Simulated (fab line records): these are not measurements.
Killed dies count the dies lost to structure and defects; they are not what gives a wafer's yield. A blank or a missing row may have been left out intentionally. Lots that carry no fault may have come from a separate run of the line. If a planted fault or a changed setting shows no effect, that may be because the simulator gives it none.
Matching of chambers || flow n5-finfet || N5_BEOL_M5_CURE_79 on uv-cure-02 has 3 sister chambers
The step cures SiCOH lowk, time 240 s. 24 wafers are shown with their chamber, then 12 later ones without.

WAFERS PAIRED WITH THEIR CHAMBERS
{"wafer": "L078.2", "chamber": 1, "wafer_temp_C_max": 386.6, "lamp-power-pct (%)": 52.34}
{"wafer": "L078.4", "chamber": 1, "wafer_temp_C_max": 387.3, "lamp-power-pct (%)": 52.34}
{"wafer": "L078.6", "chamber": 1, "wafer_temp_C_max": 387.0, "lamp-power-pct (%)": 52.42}
{"wafer": "L085.3", "chamber": 2, "wafer_temp_C_max": 386.1, "lamp-power-pct (%)": 52.24}
{"wafer": "L085.4", "chamber": 2, "wafer_temp_C_max": 386.4, "lamp-power-pct (%)": 52.34}
{"wafer": "L085.5", "chamber": 2, "wafer_temp_C_max": 386.1, "lamp-power-pct (%)": 52.29}
{"wafer": "L086.2", "chamber": 0, "wafer_temp_C_max": 387.2, "lamp-power-pct (%)": 52.31}
{"wafer": "L086.3", "chamber": 0, "wafer_temp_C_max": 386.8, "lamp-power-pct (%)": 52.34}
{"wafer": "L086.5", "chamber": 0, "wafer_temp_C_max": 386.6, "lamp-power-pct (%)": 52.24}
{"wafer": "L088.1", "chamber": 0, "wafer_temp_C_max": 386.9, "lamp-power-pct (%)": 52.34}
{"wafer": "L088.2", "chamber": 0, "wafer_temp_C_max": 386.8, "lamp-power-pct (%)": 52.19}
{"wafer": "L088.3", "chamber": 0, "wafer_temp_C_max": 386.6, "lamp-power-pct (%)": 52.27}
{"wafer": "L089.1", "chamber": 0, "wafer_temp_C_max": 386.6, "lamp-power-pct (%)": 52.32}
{"wafer": "L089.3", "chamber": 0, "wafer_temp_C_max": 387.1, "lamp-power-pct (%)": 52.36}
{"wafer": "L089.6", "chamber": 0, "wafer_temp_C_max": 386.4, "lamp-power-pct (%)": 52.26}
{"wafer": "L091.1", "chamber": 1, "wafer_temp_C_max": 386.4, "lamp-power-pct (%)": 52.44}
{"wafer": "L091.3", "chamber": 1, "wafer_temp_C_max": 386.5, "lamp-power-pct (%)": 52.34}
{"wafer": "L091.4", "chamber": 1, "wafer_temp_C_max": 387.7, "lamp-power-pct (%)": 52.29}
{"wafer": "L090.2", "chamber": 1, "wafer_temp_C_max": 387.4, "lamp-power-pct (%)": 52.44}
{"wafer": "L090.3", "chamber": 1, "wafer_temp_C_max": 387.0, "lamp-power-pct (%)": 52.36}
{"wafer": "L090.6", "chamber": 1, "wafer_temp_C_max": 387.0, "lamp-power-pct (%)": 52.36}
{"wafer": "L092.1", "chamber": 0, "wafer_temp_C_max": 386.7, "lamp-power-pct (%)": 52.30}
{"wafer": "L092.3", "chamber": 0, "wafer_temp_C_max": 387.1, "lamp-power-pct (%)": 52.26}
{"wafer": "L092.6", "chamber": 0, "wafer_temp_C_max": 386.9, "lamp-power-pct (%)": 52.29}

SIGNATURES (means of the wafers above)
{"reading": "wafer_temp_C_max", "chamber 0": 386.808, "chamber 1": 386.989, "chamber 2": 386.200, "scatter within a chamber": 0.325}
{"reading": "lamp-power-pct", "chamber 0": 52.2900, "chamber 1": 52.3700, "chamber 2": 52.2900, "scatter within a chamber": 0.05}
Rule: a wafer lies at a distance from a chamber equal to the root of the sum of squares, over the readings, of (its reading less the chamber's mean, divided by the reading's scatter). If the next closest chamber is less than 2 further off than the closest, the wafer can't be placed; otherwise it belongs to the closest. The scatter: take each reading less its chamber's mean, square it, sum over the shown wafers, divide by the number of wafers less the number of chambers, and take the root.

WAFERS WHOSE CHAMBER IS MISSING
{"wafer": "L093.1", "wafer_temp_C_max": 386.3, "lamp-power-pct (%)": 52.29}
{"wafer": "L093.3", "wafer_temp_C_max": 386.5, "lamp-power-pct (%)": 52.33}
{"wafer": "L093.6", "wafer_temp_C_max": 386.8, "lamp-power-pct (%)": 52.37}
{"wafer": "L094.2", "wafer_temp_C_max": 387.2, "lamp-power-pct (%)": 52.32}
{"wafer": "L094.3", "wafer_temp_C_max": 386.8, "lamp-power-pct (%)": 52.27}
{"wafer": "L094.6", "wafer_temp_C_max": 387.2, "lamp-power-pct (%)": 52.36}
{"wafer": "L096.1", "wafer_temp_C_max": 386.9, "lamp-power-pct (%)": 52.32}
{"wafer": "L096.3", "wafer_temp_C_max": 386.4, "lamp-power-pct (%)": 52.32}
{"wafer": "L096.4", "wafer_temp_C_max": 386.4, "lamp-power-pct (%)": 52.36}
{"wafer": "L097.1", "wafer_temp_C_max": 387.1, "lamp-power-pct (%)": 52.25}
{"wafer": "L097.2", "wafer_temp_C_max": 386.8, "lamp-power-pct (%)": 52.25}
{"wafer": "L097.5", "wafer_temp_C_max": 387.5, "lamp-power-pct (%)": 52.24}

WHICH CHAMBER EACH WENT THROUGH
{"wafer": "L093.1", "from the rows above": "can't be placed: 2 or 0", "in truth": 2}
{"wafer": "L093.3", "from the rows above": "can't be placed: 2 or 0 or 1", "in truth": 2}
{"wafer": "L093.6", "from the rows above": "can't be placed: 1 or 0 or 2", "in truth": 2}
{"wafer": "L094.2", "from the rows above": "can't be placed: 1 or 0 or 2", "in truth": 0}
{"wafer": "L094.3", "from the rows above": "can't be placed: 0 or 2 or 1", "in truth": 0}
{"wafer": "L094.6", "from the rows above": "can't be placed: 1 or 0", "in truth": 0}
{"wafer": "L096.1", "from the rows above": "can't be placed: 0 or 1 or 2", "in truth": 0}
{"wafer": "L096.3", "from the rows above": "can't be placed: 2 or 0 or 1", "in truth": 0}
{"wafer": "L096.4", "from the rows above": "can't be placed: 2 or 1 or 0", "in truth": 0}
{"wafer": "L097.1", "from the rows above": "can't be placed: 0 or 1 or 2", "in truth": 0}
{"wafer": "L097.2", "from the rows above": "can't be placed: 0 or 2 or 1", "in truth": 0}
{"wafer": "L097.5", "from the rows above": "can't be placed: 0 or 1 or 2", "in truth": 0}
0 of 12 placed correctly. Can't be placed from these rows: 12 (the true chamber is among the candidates in 12). Number placed wrongly: 0.
